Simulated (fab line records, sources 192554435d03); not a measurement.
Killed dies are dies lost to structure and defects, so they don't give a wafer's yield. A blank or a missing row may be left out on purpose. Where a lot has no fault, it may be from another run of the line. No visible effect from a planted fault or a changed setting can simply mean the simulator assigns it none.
Lot-split experiment | flow n5Finfet | route with 1938 steps; 7 lots, 21 wafers read

## ABOUT THE SPLIT
At N5_BEOL_M10_VIA_ETCH_34 (etches SiCOH lowk in C4F6/O2, target depth 184.5 nm, time 69.2 s), the setting sourceW was moved away from the recipe's 345 W on 7 of the 21 wafers read, by -16.8% to -4.9%. This setting was run at the recipe's value on the other wafers.

The reading is taken at the split's own step.

## THE READING
rfVppV, in V, at N5_BEOL_M10_VIA_ETCH_34 (etches SiCOH lowk in C4F6/O2, target depth 184.5 nm, time 69.2 s). A value of 661 V with a standard deviation of 19 V is what fault-free wafers of this fab line usually give.

wafer  | tool, chamber at the split | sourceW as run, W | against the recipe | rfVppV, V | against lot-mates on the recipe
L074.1 | rieDiel-01, 0              | 345               | recipe             | 679       | -
L074.2 | rieDiel-01, 2              | 345               | recipe             | 641       | -
L074.4 | rieDiel-01, 1              | 345               | recipe             | 675       | -
L081.2 | rieDiel-01, 1              | 345               | recipe             | 676       | -
L081.3 | rieDiel-01, 3              | 312.8             | -9.3%              | 708       | +32
L081.5 | rieDiel-01, 0              | 312.8             | -9.3%              | 715       | +39
L088.2 | rieDiel-01, 3              | 345               | recipe             | 673       | -
L088.3 | rieDiel-01, 1              | 320               | -7.2%              | 702       | +26
L088.6 | rieDiel-01, 0              | 345               | recipe             | 680       | -
L089.2 | rieDiel-01, 1              | 345               | recipe             | 675       | -
L089.3 | rieDiel-01, 0              | 287               | -16.8%             | 748       | +74
L089.4 | rieDiel-01, 3              | 345               | recipe             | 673       | -
L091.2 | rieDiel-01, 0              | 328.2             | -4.9%              | 697       | +20
L091.4 | rieDiel-01, 0              | 345               | recipe             | 679       | -
L091.5 | rieDiel-01, 1              | 345               | recipe             | 676       | -
L094.1 | rieDiel-04, 2              | 345               | recipe             | 654       | -
L094.4 | rieDiel-04, 3              | 295.5             | -14.3%             | 695       | +41
L094.6 | rieDiel-04, 1              | 295.5             | -14.3%             | 753       | +99
L096.1 | rieDiel-01, 0              | 345               | recipe             | 679       | -
L096.4 | rieDiel-01, 1              | 345               | recipe             | 676       | -
L096.6 | rieDiel-01, 1              | 345               | recipe             | 676       | -

FIT RESULTS
A straight line over all 21 wafers: rfVppV changes by -4.03 V for each +1% of sourceW; r = -0.87; the points scatter about the line by 13 V.
The same after taking each lot's own level away (the mean of its wafers on the recipe; 21 wafers): -4.49 V for each +1%; r = -0.91; scatter 12 V.
Per that fit: largest sourceW move, reading shift of 75 V.
Across the lots, their own levels run from 654.0 to 677.5 V, a range of 1.2 times the standard deviation given above.
So the lot-to-lot level changes the slope: the two fits differ.
Check: with one of the wafers moved furthest among these (-16.8%) left out of the fit, the line predicts +75.2 V for it against its lot-mates. It came out at +74 V against them.
Tool readings at the split's step, against how far the setting was moved: rfVppV r = -0.87.

## THE OTHER SPLITS THESE WAFERS WENT THROUGH
Other splits were also applied to these wafers ahead of the reading. Each is held against what the fit with the lots' levels taken away leaves over:
other split on the same wafers  | wafers away from the commonest value | r with rfVppV (lot level and that fit taken away)
N5_BEOL_M7_COAT_71 spinRpm      | 10                                   | -0.04
N5_BEOL_M7_DESCUM_33 timeS      | 5                                    | +0.10
N5_BEOL_M8_TRENCH_ETCH_37 timeS | 6                                    | +0.23
N5_BEOL_M9_COAT_05 spinRpm      | 4                                    | +0.16

## THE FILE'S OWN FIT
rfVppV changes by -4.39 V for each +1% of sourceW, r = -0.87.
